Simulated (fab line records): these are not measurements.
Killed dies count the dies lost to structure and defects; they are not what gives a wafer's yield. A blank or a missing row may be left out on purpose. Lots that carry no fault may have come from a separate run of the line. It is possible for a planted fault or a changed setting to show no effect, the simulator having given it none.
Struck lot and sound lot, side by side | flow n5_finfet | 13 steps out of a route of 1938
Sound: the wafers L122.2, L122.3, L122.5. The struck wafers were L135.1, L135.4, L135.6. Last of all comes the cause.
Order at every step that has rows: each side's tool, ch and its chambers, its first start. Under that, the readings that differ: sound wafers | struck wafers | difference of the means | sigmas: that difference in standard deviations of wafers without a fault.
alike: readings whose means differ by less than 2 such deviations, and words and numbers that are the same on both sides. not compared: withheld readings, readings that some wafer has no value for, bounds like >300 that may hide the same value, and numbers for which the record gives no deviation and whose values overlap.
A row with sigmas, a row that says differs or no value, or rows on one side alone: a step with any of these is where the two part. When numbers do not overlap yet have no deviation, they are printed without sigmas and do not part them. A reading that every wafer of one side lacks parts them only if that side has two wafers or more.

first, 9 steps without rows for these wafers: N5_BEOL_M0_SAQP_PEB_38 (peb time 60 s); N5_BEOL_M0_SAQP_DEVELOP_39 (develop time 30 s); N5_BEOL_M0_SAQP_DESCUM_45 (chemistry O2, time 7 s); N5_BEOL_M0_SAQP_ETCH_88 (etches underlayer in N2/H2, target depth 6.5 nm, time 5.2 s); N5_BEOL_M0_SAQP_ETCH_73 (etches SiARC in CF4, target depth 19.5 nm, time 32.5 s); N5_BEOL_M0_SAQP_CUT_ETCH_46 (etches SOC in N2/H2, target depth 135 nm, overetch 27 nm, time 202.5 s); N5_BEOL_M0_SAQP_STRIP_74 (strips in N2/H2); N5_BEOL_M0_SAQP_STRIP_89 (strips in N2/H2); N5_BEOL_M0_SAQP_ALD_48 (deposits SiO2, target thk 20 nm, pulse time 1 s, co reactant pulse time 1 s).
N5_BEOL_M0_SAQP_ETCH_49: etches SiO2 in CF4/O2, target depth 37 nm.
  sound on rie_diel-05 ch 0,1,3, day 7 11:29; struck on rie_diel-01 ch 1,3, day 10 16:43
  no value came back on the struck wafers for any of 7 readings (O2_flow_sccm (sccm), bias_w (W) and others); on the sound wafers O2_flow_sccm (sccm) reads 9.96 10.01 10.05
  reading                                         | sound          | struck         | difference | sigmas
  model.SOC_of_BEOL_M0_SAQP_COAT_69.thk_nm (nm)   | 70.8 70.6 71.2 | 90.2 90.2 90   | +19.3      |
  model.BEOL_M0_SAQP.feature_depth_nm (nm)        | 36.8 36.8 36.8 | 30.2 30.2 29.8 | -6.7       |
  model.SiARC_of_BEOL_M0_SAQP_COAT_72.thk_nm (nm) | 0 0 0          | 5.4 5 5.2      | +5.2       |
  not compared: rf_hours_counter_h
N5_BEOL_M0_SAQP_STRIP_75: strips in CF4.
  sound on rie_diel-05 ch 0,1,3, day 7 11:35; struck on rie_diel-01 ch 1,3, day 10 16:49
  reading                                       | sound             | struck            | difference | sigmas
  oes_product_au (a.u.)                         | 0.167 0.175 0.199 | 0.829 0.826 0.679 | +0.598     | +37
  model.SiO2_of_BEOL_M0_SAQP_ALD_48.thk_nm (nm) | 14.6 14.6 14.8    | 19.6 19.6 19.8    | +5.0       |
  alike: drypump_motor_current_A, rf_vpp_V, showerhead_plenum_p_Torr, throttle_valve_pct
  not compared: rf_hours_counter_h
N5_BEOL_M4_RC_MEAS_101:
  the record has rows for the sound wafers here (prober-01 ch 0, day 9 12:53) and none for the struck ones
-- a jump in the record: the struck wafers' starts before and after are 5 days apart (it breaks off in module BEOL_M4 and resumes in module PASSIVATION, where the first step shown is number 1936 of the route) --
N5_PASSIVATION_PROBE_49:
  the record has rows for the struck wafers here (prober-01, day 15 23:47) and none for the sound ones

## WHERE THEY PART
First at N5_BEOL_M0_SAQP_ETCH_49; last, within this record, at N5_PASSIVATION_PROBE_49.

WHY: what had been put in by the simulator
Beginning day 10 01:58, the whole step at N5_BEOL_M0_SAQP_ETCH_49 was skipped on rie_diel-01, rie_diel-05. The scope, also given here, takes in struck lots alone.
